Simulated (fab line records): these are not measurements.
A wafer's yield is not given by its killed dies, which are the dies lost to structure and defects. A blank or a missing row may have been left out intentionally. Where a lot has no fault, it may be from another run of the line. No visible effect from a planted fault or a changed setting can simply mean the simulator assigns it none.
fab line records + flow n5_finfet + part 1 of 2: steps 1 to 4 of 6
record
- lots=24
- wafers=72
- last_day=19
route steps=1938 shown HKMG_FIN@451 GATE_CUT@505 MOL_CONTACT_COAG@532
lots that met no fault: from a run of the same line without faults
start_h: hours from the record's opening day to when the first of the lot's shown wafers began + wait_h: time in hours since the lot's previous step + " the same as in the row above + L1.1+2: one row covering several wafers at once + - either no value or no given start + * or withheld: withheld + < > ~ a bound
route shown NAME@n: a module of which the file shows steps, and the number in the route of the first + usual: mean and standard deviation over wafers with no fault + same: alike in all rows + chamber/n: place in a boat + sites: per-site readings + _std_site: standard deviation of those values + _edge_site: inner sites' mean taken away from outer sites' mean + radius_mm: for every site, how far away it sits from the centre of the wafer + mask NAME#n: copy n + behind: the most recent tool/chamber to have shaped the wafer + hold: cause of the lot's hold/its duration in hours/its outcome + device: names the non-switching transistor (n, p or np) + end of line: at the end of the route, the tests of the same wafers + where a step has no rows: the recipe by itself + killed: count of dies lost to structure and defects at first sort (not the wafer's yield) + map: a wafer's dies, marking killed ones x, the rest . and places with no die _
set.NAME: the setting as run; set.NAME@STEP: as run at that earlier step + model.NAME: the simulator's own value behind a step, which no gauge read
the route's steps for a sample of lots (tables are steps, rows are wafers)
services: a tool's chamber out of use, with start hour (start_h, from the record's first day; less than 0 if before it), hours out, and reason
## steps
# step N5_HKMG_FIN_ETCH_67
# recipe
- chemistry=N2/H2
- target=SOC
- target_depth_a=3889
- stop_on=TiN
- ion_energy_ev=100
- bias_w=61
- pressure_mtorr=30
- source_w=850
- n2_flow_sccm=200
- h2_flow_sccm=200
# usual
- drypump_motor_current_A=5.9/0.49
- oes_product_au=0.81/0.081
- rf_vpp_V=240.6/1.2
- showerhead_plenum_p_Torr=2.53/0.091
- throttle_valve_pct=17.74/0.25
| lot.wafer | tool        | chamber | start_h | wait_h | drypump_motor_current_A | oes_product_au | rf_hours_counter_h | rf_vpp_V | showerhead_plenum_p_Torr | throttle_valve_pct |
|-----------|-------------|---------|---------|--------|-------------------------|----------------|--------------------|----------|--------------------------|--------------------|
| L074.1    | rie_diel-05 | 3       | 90.46   | -      | 5.5                     | 0.67           | 255                | 240.0    | 2.49                     | 17.75              |
| L074.4    | "           | 3       | "       | "      | 5.5                     | 0.67           | -                  | 239.7    | 2.49                     | 17.73              |
| L074.6    | "           | 2       | "       | "      | 5.7                     | 0.77           | -                  | 243.4    | 2.66                     | 17.93              |
| L075.1    | rie_diel-01 | 1       | 92.68   | -      | 6.5                     | 0.89           | 19                 | 239.3    | 2.51                     | 17.51              |
| L075.2    | "           | 3       | "       | "      | 5.1                     | 0.78           | 133                | 237.4    | 2.33                     | 17.43              |
| L075.6    | "           | 0       | "       | "      | 6.2                     | 0.79           | -                  | 238.9    | 2.44                     | 17.75              |
| L076.3    | rie_diel-03 | 1       | 93.16   | -      | 6.4                     | 0.93           | 10                 | 239.0    | 2.60                     | 17.52              |
| L076.4    | "           | 2       | "       | "      | 6.7                     | 0.89           | 26                 | 240.7    | 2.59                     | 17.79              |
| L076.6    | "           | 1       | "       | "      | 6.5                     | 0.93           | -                  | 240.7    | 2.60                     | 17.49              |
| L078.2    | rie_diel-01 | 3       | 100.57  | -      | 5.2                     | 0.78           | 136                | 237.2    | 2.33                     | 17.44              |
| L078.3    | "           | 2       | "       | "      | 5.5                     | 0.72           | 176                | 241.4    | 2.64                     | 17.87              |
| L078.6    | "           | 1       | "       | "      | 6.5                     | 0.88           | -                  | 241.2    | 2.51                     | 17.52              |
| L077.4    | rie_diel-03 | 2       | 104.90  | -      | 6.7                     | 0.87           | -                  | 241.4    | 2.59                     | 17.79              |
| L077.5    | "           | 1       | "       | "      | 6.5                     | 0.90           | -                  | 241.3    | 2.60                     | 17.51              |
| L077.6    | "           | 0       | "       | "      | 6.0                     | 0.86           | -                  | 239.1    | 2.49                     | 17.92              |
| L080.2    | rie_diel-05 | 3       | 115.79  | -      | 5.6                     | 0.66           | 264                | 239.8    | 2.49                     | 17.73              |
| L080.4    | "           | 1       | "       | "      | 6.2                     | 0.68           | -                  | 238.9    | 2.49                     | 17.91              |
| L080.5    | "           | 0       | "       | "      | 5.4                     | 0.88           | -                  | 240.0    | 2.59                     | 17.61              |
| L079.1    | rie_diel-03 | 2       | 116.80  | -      | 6.7                     | 0.86           | 37                 | 241.9    | 2.59                     | 17.79              |
| L079.4    | "           | 1       | "       | "      | 6.5                     | 0.89           | -                  | 241.8    | 2.60                     | 17.53              |
| L079.6    | "           | 2       | "       | "      | 6.7                     | 0.87           | -                  | 240.2    | 2.59                     | 17.82              |
| L081.1    | rie_diel-01 | 2       | 121.05  | -      | 5.4                     | 0.72           | 184                | 240.7    | 2.63                     | 17.89              |
| L081.2    | "           | 1       | "       | "      | 6.4                     | 0.86           | 30                 | 240.0    | 2.51                     | 17.55              |
| L081.6    | "           | 3       | "       | "      | 5.2                     | 0.77           | -                  | 238.7    | 2.33                     | 17.45              |
| L082.1    | rie_diel-01 | 0       | 128.85  | -      | 6.2                     | 0.76           | 127                | 239.8    | 2.44                     | 17.78              |
| L082.3    | "           | 3       | "       | "      | 5.1                     | 0.77           | 146                | 238.5    | 2.32                     | 17.47              |
| L082.4    | "           | 2       | "       | "      | 5.4                     | 0.72           | 187                | 241.0    | 2.63                     | 17.90              |
| L083.2    | rie_diel-03 | 2       | 129.44  | -      | 6.7                     | 0.86           | 42                 | 241.8    | 2.59                     | 17.83              |
| L083.3    | "           | 3       | "       | "      | 5.6                     | 0.70           | 218                | 241.1    | 2.63                     | 18.36              |
| L083.6    | "           | 3       | "       | "      | 5.6                     | 0.69           | -                  | 240.8    | 2.63                     | 18.33              |
| L084.1    | rie_diel-01 | 2       | 136.04  | -      | 5.5                     | 0.71           | 189                | 242.8    | 2.63                     | 17.90              |
| L084.3    | "           | 0       | "       | "      | 6.2                     | 0.78           | 130                | 240.2    | 2.44                     | 17.80              |
| L084.4    | "           | 1       | "       | "      | 6.5                     | 0.85           | 35                 | 239.9    | 2.50                     | 17.53              |
| L085.1    | rie_diel-05 | 0       | 146.05  | -      | 5.4                     | 0.85           | 44                 | 241.5    | 2.58                     | 17.65              |
| L085.4    | "           | 1       | "       | "      | 6.2                     | 0.95           | -                  | 240.2    | 2.48                     | 17.52              |
| L085.6    | "           | 2       | "       | "      | 5.7                     | 0.75           | -                  | 241.3    | 2.65                     | 17.96              |
| L086.2    | rie_diel-05 | 0       | 154.28  | -      | 5.3                     | 0.85           | 48                 | 241.0    | 2.58                     | 17.66              |
| L086.4    | "           | 1       | "       | "      | 6.1                     | 0.94           | -                  | 240.6    | 2.48                     | 17.51              |
| L086.5    | "           | 2       | "       | "      | 5.6                     | 0.75           | -                  | 242.1    | 2.64                     | 17.95              |
| L087.1    | rie_diel-05 | 0       | 156.26  | -      | 5.4                     | 0.84           | 49                 | 241.1    | 2.58                     | 17.66              |
| L087.2    | "           | 2       | "       | "      | 5.6                     | 0.74           | 184                | 242.2    | 2.64                     | 17.95              |
| L087.5    | "           | 0       | "       | "      | 5.4                     | 0.84           | -                  | 240.2    | 2.58                     | 17.65              |
| L088.2    | rie_diel-05 | 2       | 166.54  | -      | 5.6                     | 0.74           | 188                | 240.9    | 2.64                     | 17.99              |
| L088.3    | "           | 0       | "       | "      | 5.4                     | 0.85           | 53                 | 241.4    | 2.58                     | 17.66              |
| L088.6    | "           | 2       | "       | "      | 5.6                     | 0.74           | -                  | 243.3    | 2.64                     | 17.98              |
| L089.2    | rie_diel-05 | 1       | 174.53  | -      | 6.1                     | 0.91           | 17                 | 239.7    | 2.48                     | 17.52              |
| L089.3    | "           | 3       | "       | "      | 5.5                     | 0.95           | 3                  | 239.5    | 2.48                     | 17.29              |
| L089.5    | "           | 2       | "       | "      | 5.6                     | 0.74           | -                  | 240.5    | 2.64                     | 17.97              |
| L090.2    | rie_diel-05 | 0       | 175.30  | -      | 5.4                     | 0.84           | 56                 | 241.3    | 2.58                     | 17.65              |
| L090.4    | "           | 3       | "       | "      | 5.5                     | 0.94           | 4                  | 240.3    | 2.48                     | 17.30              |
| L090.6    | "           | 2       | "       | "      | 5.6                     | 0.74           | -                  | 242.0    | 2.64                     | 17.96              |
| L091.2    | rie_diel-05 | 3       | 179.09  | -      | 5.5                     | 0.93           | 5                  | 238.9    | 2.48                     | 17.29              |
| L091.5    | "           | 2       | "       | "      | 5.6                     | 0.74           | -                  | 242.2    | 2.64                     | 17.97              |
| L091.6    | "           | 3       | "       | "      | 5.5                     | 0.94           | -                  | 240.2    | 2.48                     | 17.31              |
| L092.1    | rie_diel-05 | 1       | 187.62  | -      | 6.2                     | 0.90           | 22                 | 238.6    | 2.48                     | 17.51              |
| L092.2    | "           | 3       | "       | "      | 5.6                     | 0.93           | 7                  | 239.6    | 2.48                     | 17.31              |
| L092.4    | "           | 0       | "       | "      | 5.4                     | 0.84           | 59                 | 241.7    | 2.58                     | 17.66              |
| L093.2    | rie_diel-03 | 1       | 196.28  | -      | 6.5                     | 0.84           | 49                 | 241.2    | 2.59                     | 17.58              |
| L093.4    | "           | 3       | "       | "      | 5.6                     | 0.68           | 242                | 241.5    | 2.62                     | 18.40              |
| L093.6    | "           | 3       | "       | "      | 5.6                     | 0.68           | -                  | 240.7    | 2.62                     | 18.39              |
| L094.1    | rie_diel-01 | 2       | 199.59  | -      | 5.4                     | 0.70           | 211                | 241.4    | 2.62                     | 17.93              |
| L094.3    | "           | 0       | "       | "      | 6.3                     | 0.74           | 150                | 240.7    | 2.43                     | 17.79              |
| L094.4    | "           | 1       | "       | "      | 6.4                     | 0.82           | 56                 | 240.5    | 2.49                     | 17.58              |
| L095.2    | rie_diel-03 | 2       | 206.41  | -      | 6.8                     | 0.83           | 66                 | 241.2    | 2.58                     | 17.84              |
| L095.5    | "           | 2       | "       | "      | 6.8                     | 0.82           | -                  | 240.7    | 2.58                     | 17.87              |
| L095.6    | "           | 1       | "       | "      | 6.5                     | 0.84           | -                  | 242.3    | 2.58                     | 17.58              |
| L096.2    | rie_diel-03 | 3       | 212.05  | -      | 5.6                     | 0.67           | 246                | 242.7    | 2.61                     | 18.39              |
| L096.5    | "           | 3       | "       | "      | 5.6                     | 0.69           | -                  | 242.2    | 2.61                     | 18.40              |
| L096.6    | "           | 2       | "       | "      | 6.7                     | 0.82           | -                  | 242.5    | 2.58                     | 17.87              |
| L097.1    | rie_diel-01 | 3       | 216.72  | -      | 5.1                     | 0.75           | 175                | 238.9    | 2.31                     | 17.51              |
| L097.5    | "           | 2       | "       | "      | 5.4                     | 0.70           | -                  | 242.1    | 2.62                     | 17.96              |
| L097.6    | "           | 3       | "       | "      | 5.1                     | 0.73           | -                  | 239.4    | 2.31                     | 17.50              |
# step N5_HKMG_FIN_ALD_21
# recipe
- material=TiN
- target_thk_a=15
- temp_c=400
- ald_precursor_family=TiCl4
- ald_co_reactant=NH3
- pulse_time_s=1
- purge_time_s=3
- co_reactant_purge_time_s=2
- co_reactant_pulse_time_s=2
- ald_cycles=68
- pressure_torr=3
# usual
- heater_power_w=886/95
- precursor_pulse_height_rel=0.999/0.021
| lot.wafer | tool         | chamber | start_h | wait_h | heater_power_w | precursor_pulse_height_rel |
|-----------|--------------|---------|---------|--------|----------------|----------------------------|
| L074.1    | ald_metal-02 | 2       | 91.23   | 0.3    | 874            | 1.040                      |
| L074.4    | "            | 0       | "       | "      | 1037           | 0.976                      |
| L074.6    | "            | 2       | "       | "      | 890            | 0.983                      |
| L075.1    | ald_metal-02 | 0       | 93.43   | 0.3    | 1025           | 1.026                      |
| L075.2    | "            | 1       | "       | "      | 946            | 1.003                      |
| L075.6    | "            | 3       | "       | "      | 879            | 0.985                      |
| L076.3    | ald_metal-01 | 1       | 93.91   | 0.1    | 905            | 0.994                      |
| L076.4    | "            | 0       | "       | "      | 837            | 0.988                      |
| L076.6    | "            | 1       | "       | "      | 908            | 0.988                      |
| L078.2    | ald_metal-02 | 1       | 101.32  | 0.3    | 953            | 0.999                      |
| L078.3    | "            | 2       | "       | "      | 865            | 0.969                      |
| L078.6    | "            | 0       | "       | "      | 1018           | 1.015                      |
| L077.4    | ald_metal-02 | 1       | 105.67  | 0.1    | 963            | 0.976                      |
| L077.5    | "            | 2       | "       | "      | 869            | 1.020                      |
| L077.6    | "            | 3       | "       | "      | 860            | 1.016                      |
| L080.2    | ald_metal-02 | 0       | 116.69  | 0.4    | 1023           | 0.961                      |
| L080.4    | "            | 2       | "       | "      | 895            | 1.008                      |
| L080.5    | "            | 2       | "       | "      | 850            | 0.991                      |
| L079.1    | ald_metal-04 | 3       | 117.59  | 0.3    | 724            | 1.006                      |
| L079.4    | "            | 1       | "       | "      | 786            | 0.951                      |
| L079.6    | "            | 3       | "       | "      | 726            | 1.018                      |
| L081.1    | ald_metal-01 | 2       | 121.83  | 0.3    | 870            | 1.009                      |
| L081.2    | "            | 1       | "       | "      | 874            | 1.033                      |
| L081.6    | "            | 0       | "       | "      | 845            | 0.962                      |
| L082.1    | ald_metal-04 | 2       | 129.59  | 0.3    | 895            | 1.003                      |
| L082.3    | "            | 1       | "       | "      | 773            | 0.996                      |
| L082.4    | "            | 0       | "       | "      | 1018           | 0.993                      |
| L083.2    | ald_metal-02 | 3       | 130.18  | 0.3    | 873            | 0.962                      |
| L083.3    | "            | 0       | "       | "      | 1032           | 0.987                      |
| L083.6    | "            | 2       | "       | "      | 878            | 0.972                      |
| L084.1    | ald_metal-02 | 0       | 136.78  | 0.3    | 1017           | 0.974                      |
| L084.3    | "            | 2       | "       | "      | 897            | 1.009                      |
| L084.4    | "            | 1       | "       | "      | 943            | 0.997                      |
| L085.1    | ald_metal-02 | 0       | 146.83  | 0.3    | 1026           | 0.997                      |
| L085.4    | "            | 3       | "       | "      | 844            | 1.014                      |
| L085.6    | "            | 0       | "       | "      | 1004           | 1.018                      |
| L086.2    | ald_metal-04 | 1       | 155.07  | 0.3    | 767            | 1.004                      |
| L086.4    | "            | 2       | "       | "      | 863            | 1.005                      |
| L086.5    | "            | 2       | "       | "      | 867            | 1.016                      |
| L087.1    | ald_metal-02 | 0       | 157.00  | 0.3    | 1025           | 0.995                      |
| L087.2    | "            | 3       | "       | "      | 893            | 1.001                      |
| L087.5    | "            | 3       | "       | "      | 889            | 0.999                      |
| L088.2    | ald_metal-04 | 1       | 167.29  | 0.3    | 776            | 0.977                      |
| L088.3    | "            | 2       | "       | "      | 909            | 1.005                      |
| L088.6    | "            | 1       | "       | "      | 753            | 1.006                      |
| L089.2    | ald_metal-01 | 1       | 175.27  | 0.3    | 913            | 1.017                      |
| L089.3    | "            | 2       | "       | "      | 902            | 1.020                      |
| L089.5    | "            | 3       | "       | "      | 751            | 1.013                      |
| L090.2    | ald_metal-04 | 1       | 176.04  | 0.3    | 770            | 0.979                      |
| L090.4    | "            | 2       | "       | "      | 871            | 1.040                      |
| L090.6    | "            | 0       | "       | "      | 1004           | 0.987                      |
| L091.2    | ald_metal-02 | 1       | 179.88  | 0.3    | 971            | 0.987                      |
| L091.5    | "            | 3       | "       | "      | 877            | 1.029                      |
| L091.6    | "            | 0       | "       | "      | 1016           | 0.971                      |
| L092.1    | ald_metal-04 | 0       | 188.36  | 0.3    | 998            | 1.025                      |
| L092.2    | "            | 1       | "       | "      | 751            | 1.008                      |
| L092.4    | "            | 3       | "       | "      | 724            | 0.991                      |
| L093.2    | ald_metal-04 | 3       | 197.03  | 0.3    | 729            | 1.000                      |
| L093.4    | "            | 0       | "       | "      | 995            | 0.995                      |
| L093.6    | "            | 0       | "       | "      | 1028           | 0.972                      |
| L094.1    | ald_metal-01 | 1       | 200.33  | 0.3    | 915            | 1.009                      |
| L094.3    | "            | 2       | "       | "      | 883            | 1.003                      |
| L094.4    | "            | 3       | "       | "      | 753            | 0.994                      |
| L095.2    | ald_metal-04 | 3       | 207.16  | 0.3    | 722            | 0.987                      |
| L095.5    | "            | 3       | "       | "      | 727            | 1.007                      |
| L095.6    | "            | 0       | "       | "      | 1001           | 0.939                      |
| L096.2    | ald_metal-04 | 2       | 212.79  | 0.3    | 873            | 1.023                      |
| L096.5    | "            | 3       | "       | "      | 730            | 0.969                      |
| L096.6    | "            | 0       | "       | "      | 1013           | 0.989                      |
| L097.1    | ald_metal-02 | 0       | 217.47  | 0.3    | 1035           | 1.016                      |
| L097.5    | "            | 2       | "       | "      | 879            | 0.994                      |
| L097.6    | "            | 0       | "       | "      | 1034           | 1.000                      |
# step N5_GATE_CUT_VAPOR_ETCH_49
# recipe
- chemistry=BCl3/Cl2
- target=TiAlC
- mode=isotropic
# usual
- drypump_motor_current_A=5.9/0.3
- oes_product_au=0.78/0.072
| lot.wafer | tool         | chamber | start_h | wait_h | drypump_motor_current_A | oes_product_au |
|-----------|--------------|---------|---------|--------|-------------------------|----------------|
| L074.1    | rie_metal-01 | 1       | 96.98   | 0.0    | 6.0                     | 0.79           |
| L074.4    | "            | 1       | "       | "      | 6.0                     | 0.77           |
| L074.6    | "            | 1       | "       | "      | 6.0                     | 0.79           |
| L075.1    | rie_metal-01 | 0       | 99.23   | 0.0    | 5.9                     | 0.79           |
| L075.2    | "            | 1       | "       | "      | 6.0                     | 0.78           |
| L075.6    | "            | 1       | "       | "      | 6.1                     | 0.78           |
| L076.3    | rie_metal-01 | 1       | 100.34  | 0.0    | 6.1                     | 0.78           |
| L076.4    | "            | 0       | "       | "      | 5.9                     | 0.78           |
| L076.6    | "            | 0       | "       | "      | 5.9                     | 0.78           |
| L078.2    | rie_metal-01 | 1       | 107.02  | 0.0    | 6.0                     | 0.78           |
| L078.3    | "            | 0       | "       | "      | 5.9                     | 0.79           |
| L078.6    | "            | 0       | "       | "      | 5.9                     | 0.79           |
| L077.4    | rie_metal-01 | 1       | 111.99  | 0.0    | 6.0                     | 0.77           |
| L077.5    | "            | 0       | "       | "      | 5.9                     | 0.78           |
| L077.6    | "            | 1       | "       | "      | 6.0                     | 0.78           |
| L080.2    | rie_metal-02 | 0       | 122.90  | 0.0    | 5.9                     | 0.86           |
| L080.4    | "            | 1       | "       | "      | 5.0                     | 0.87           |
| L080.5    | "            | 1       | "       | "      | 5.0                     | 0.88           |
| L079.1    | rie_metal-02 | 1       | 124.55  | 0.0    | 5.0                     | 0.87           |
| L079.4    | "            | 1       | "       | "      | 5.0                     | 0.88           |
| L079.6    | "            | 0       | "       | "      | 5.9                     | 0.86           |
| L081.1    | rie_metal-01 | 1       | 127.59  | 0.0    | 6.0                     | 0.78           |
| L081.2    | "            | 0       | "       | "      | 5.9                     | 0.79           |
| L081.6    | "            | 1       | "       | "      | 6.0                     | 0.78           |
| L082.1    | rie_metal-01 | 1       | 136.84  | 0.0    | 6.0                     | 0.77           |
| L082.3    | "            | 0       | "       | "      | 6.0                     | 0.78           |
| L082.4    | "            | 1       | "       | "      | 6.0                     | 0.78           |
| L083.2    | rie_metal-03 | 1       | 139.53  | 0.0    | 6.0                     | 0.63           |
| L083.3    | "            | 1       | "       | "      | 6.0                     | 0.63           |
| L083.6    | "            | 1       | "       | "      | 6.0                     | 0.63           |
| L084.1    | rie_metal-02 | 0       | 144.10  | 0.0    | 5.9                     | 0.85           |
| L084.3    | "            | 1       | "       | "      | 5.0                     | 0.87           |
| L084.4    | "            | 0       | "       | "      | 5.9                     | 0.86           |
| L085.1    | rie_metal-03 | 0       | 152.38  | 0.0    | 6.3                     | 0.85           |
| L085.4    | "            | 1       | "       | "      | 6.0                     | 0.64           |
| L085.6    | "            | 0       | "       | "      | 6.4                     | 0.86           |
| L086.2    | rie_metal-03 | 1       | 160.83  | 0.0    | 6.0                     | 0.64           |
| L086.4    | "            | 0       | "       | "      | 6.3                     | 0.85           |
| L086.5    | "            | 0       | "       | "      | 6.3                     | 0.85           |
| L087.1    | rie_metal-02 | 1       | 162.85  | 0.0    | 5.0                     | 0.86           |
| L087.2    | "            | 0       | "       | "      | 5.9                     | 0.85           |
| L087.5    | "            | 1       | "       | "      | 5.0                     | 0.87           |
| L088.2    | rie_metal-01 | 0       | 173.17  | 0.0    | 5.9                     | 0.77           |
| L088.3    | "            | 1       | "       | "      | 6.0                     | 0.76           |
| L088.6    | "            | 1       | "       | "      | 6.0                     | 0.77           |
| L089.2    | rie_metal-03 | 1       | 181.04  | 0.0    | 6.0                     | 0.63           |
| L089.3    | "            | 1       | "       | "      | 6.0                     | 0.62           |
| L089.5    | "            | 0       | "       | "      | 6.2                     | 0.83           |
| L090.2    | rie_metal-01 | 1       | 182.81  | 0.0    | 6.0                     | 0.76           |
| L090.4    | "            | 0       | "       | "      | 5.9                     | 0.77           |
| L090.6    | "            | 1       | "       | "      | 6.0                     | 0.76           |
| L091.2    | rie_metal-03 | 0       | 185.93  | 0.0    | 6.3                     | 0.84           |
| L091.5    | "            | 0       | "       | "      | 6.3                     | 0.84           |
| L091.6    | "            | 1       | "       | "      | 6.0                     | 0.63           |
| L092.1    | rie_metal-01 | 0       | 194.16  | 0.0    | 5.9                     | 0.77           |
| L092.2    | "            | 1       | "       | "      | 6.0                     | 0.77           |
| L092.4    | "            | 1       | "       | "      | 6.0                     | 0.76           |
| L093.2    | rie_metal-01 | 0       | 202.88  | 0.0    | 5.9                     | 0.77           |
| L093.4    | "            | 1       | "       | "      | 6.0                     | 0.75           |
| L093.6    | "            | 0       | "       | "      | 5.9                     | 0.77           |
| L094.1    | rie_metal-03 | 1       | 206.29  | 0.0    | 6.0                     | 0.63           |
| L094.3    | "            | 1       | "       | "      | 6.0                     | 0.63           |
| L094.4    | "            | 0       | "       | "      | 6.3                     | 0.83           |
| L095.2    | rie_metal-03 | 0       | 212.97  | 0.0    | 6.3                     | 0.82           |
| L095.5    | "            | 1       | "       | "      | 6.0                     | 0.63           |
| L095.6    | "            | 0       | "       | "      | 6.2                     | 0.83           |
| L096.2    | rie_metal-01 | 1       | 219.15  | 0.0    | 6.0                     | 0.75           |
| L096.5    | "            | 1       | "       | "      | 6.0                     | 0.75           |
| L096.6    | "            | 0       | "       | "      | 5.9                     | 0.77           |
| L097.1    | rie_metal-01 | 0       | 223.19  | 0.0    | 5.9                     | 0.77           |
| L097.5    | "            | 1       | "       | "      | 6.1                     | 0.75           |
| L097.6    | "            | 0       | "       | "      | 5.9                     | 0.76           |
# step N5_GATE_CUT_VAPOR_ETCH_51
# recipe
- chemistry=BCl3/Cl2
- target=HfO2
- mode=isotropic
# usual
- drypump_motor_current_A=5.9/0.3
- oes_product_au=0.78/0.072
| lot.wafer | tool         | chamber | start_h | wait_h | drypump_motor_current_A | oes_product_au |
|-----------|--------------|---------|---------|--------|-------------------------|----------------|
| L074.1    | rie_metal-01 | 1       | 97.01   | 0.0    | 6.0                     | 0.78           |
| L074.4    | "            | 1       | "       | "      | 6.0                     | 0.78           |
| L074.6    | "            | 1       | "       | "      | 6.0                     | 0.79           |
| L075.1    | rie_metal-01 | 0       | 99.26   | 0.0    | 5.9                     | 0.78           |
| L075.2    | "            | 1       | "       | "      | 6.0                     | 0.78           |
| L075.6    | "            | 1       | "       | "      | 6.0                     | 0.77           |
| L076.3    | rie_metal-01 | 1       | 100.37  | 0.0    | 6.0                     | 0.78           |
| L076.4    | "            | 0       | "       | "      | 5.9                     | 0.79           |
| L076.6    | "            | 0       | "       | "      | 5.9                     | 0.79           |
| L078.2    | rie_metal-01 | 1       | 107.05  | 0.0    | 6.0                     | 0.78           |
| L078.3    | "            | 0       | "       | "      | 5.9                     | 0.80           |
| L078.6    | "            | 0       | "       | "      | 5.9                     | 0.79           |
| L077.4    | rie_metal-01 | 1       | 112.02  | 0.0    | 6.0                     | 0.78           |
| L077.5    | "            | 0       | "       | "      | 5.9                     | 0.78           |
| L077.6    | "            | 1       | "       | "      | 6.1                     | 0.78           |
| L080.2    | rie_metal-02 | 0       | 122.93  | 0.0    | 5.9                     | 0.86           |
| L080.4    | "            | 1       | "       | "      | 5.0                     | 0.88           |
| L080.5    | "            | 1       | "       | "      | 5.0                     | 0.88           |
| L079.1    | rie_metal-02 | 1       | 124.58  | 0.0    | 5.0                     | 0.87           |
| L079.4    | "            | 1       | "       | "      | 5.0                     | 0.88           |
| L079.6    | "            | 0       | "       | "      | 5.9                     | 0.85           |
| L081.1    | rie_metal-01 | 1       | 127.62  | 0.0    | 6.1                     | 0.78           |
| L081.2    | "            | 0       | "       | "      | 5.9                     | 0.78           |
| L081.6    | "            | 1       | "       | "      | 6.0                     | 0.78           |
| L082.1    | rie_metal-01 | 1       | 136.87  | 0.0    | 6.0                     | 0.78           |
| L082.3    | "            | 0       | "       | "      | 5.9                     | 0.78           |
| L082.4    | "            | 1       | "       | "      | 6.0                     | 0.77           |
| L083.2    | rie_metal-03 | 1       | 139.56  | 0.0    | 6.0                     | 0.63           |
| L083.3    | "            | 1       | "       | "      | 6.0                     | 0.63           |
| L083.6    | "            | 1       | "       | "      | 6.0                     | 0.64           |
| L084.1    | rie_metal-02 | 0       | 144.13  | 0.0    | 5.9                     | 0.86           |
| L084.3    | "            | 1       | "       | "      | 5.0                     | 0.87           |
| L084.4    | "            | 0       | "       | "      | 5.9                     | 0.85           |
| L085.1    | rie_metal-03 | 0       | 152.41  | 0.0    | 6.2                     | 0.85           |
| L085.4    | "            | 1       | "       | "      | 6.0                     | 0.64           |
| L085.6    | "            | 0       | "       | "      | 6.3                     | 0.86           |
| L086.2    | rie_metal-03 | 1       | 160.86  | 0.0    | 6.0                     | 0.63           |
| L086.4    | "            | 0       | "       | "      | 6.3                     | 0.84           |
| L086.5    | "            | 0       | "       | "      | 6.3                     | 0.85           |
| L087.1    | rie_metal-02 | 1       | 162.88  | 0.0    | 5.0                     | 0.86           |
| L087.2    | "            | 0       | "       | "      | 5.9                     | 0.85           |
| L087.5    | "            | 1       | "       | "      | 5.0                     | 0.86           |
| L088.2    | rie_metal-01 | 0       | 173.20  | 0.0    | 5.9                     | 0.76           |
| L088.3    | "            | 1       | "       | "      | 6.0                     | 0.77           |
| L088.6    | "            | 1       | "       | "      | 6.0                     | 0.76           |
| L089.2    | rie_metal-03 | 1       | 181.07  | 0.0    | 6.0                     | 0.63           |
| L089.3    | "            | 1       | "       | "      | 6.0                     | 0.63           |
| L089.5    | "            | 0       | "       | "      | 6.3                     | 0.83           |
| L090.2    | rie_metal-01 | 1       | 182.84  | 0.0    | 6.1                     | 0.76           |
| L090.4    | "            | 0       | "       | "      | 5.9                     | 0.77           |
| L090.6    | "            | 1       | "       | "      | 6.1                     | 0.76           |
| L091.2    | rie_metal-03 | 0       | 185.96  | 0.0    | 6.3                     | 0.83           |
| L091.5    | "            | 0       | "       | "      | 6.3                     | 0.83           |
| L091.6    | "            | 1       | "       | "      | 6.0                     | 0.63           |
| L092.1    | rie_metal-01 | 0       | 194.19  | 0.0    | 6.0                     | 0.77           |
| L092.2    | "            | 1       | "       | "      | 6.1                     | 0.77           |
| L092.4    | "            | 1       | "       | "      | 6.1                     | 0.75           |
| L093.2    | rie_metal-01 | 0       | 202.91  | 0.0    | 5.9                     | 0.77           |
| L093.4    | "            | 1       | "       | "      | 6.0                     | 0.76           |
| L093.6    | "            | 0       | "       | "      | 5.9                     | 0.77           |
| L094.1    | rie_metal-03 | 1       | 206.32  | 0.0    | 6.0                     | 0.63           |
| L094.3    | "            | 1       | "       | "      | 6.0                     | 0.62           |
| L094.4    | "            | 0       | "       | "      | 6.3                     | 0.83           |
| L095.2    | rie_metal-03 | 0       | 213.00  | 0.0    | 6.3                     | 0.82           |
| L095.5    | "            | 1       | "       | "      | 6.0                     | 0.61           |
| L095.6    | "            | 0       | "       | "      | 6.3                     | 0.83           |
| L096.2    | rie_metal-01 | 1       | 219.18  | 0.0    | 6.1                     | 0.75           |
| L096.5    | "            | 1       | "       | "      | 6.1                     | 0.75           |
| L096.6    | "            | 0       | "       | "      | 5.9                     | 0.77           |
| L097.1    | rie_metal-01 | 0       | 223.22  | 0.0    | 5.9                     | 0.77           |
| L097.5    | "            | 1       | "       | "      | 6.0                     | 0.75           |
| L097.6    | "            | 0       | "       | "      | 5.9                     | 0.77           |
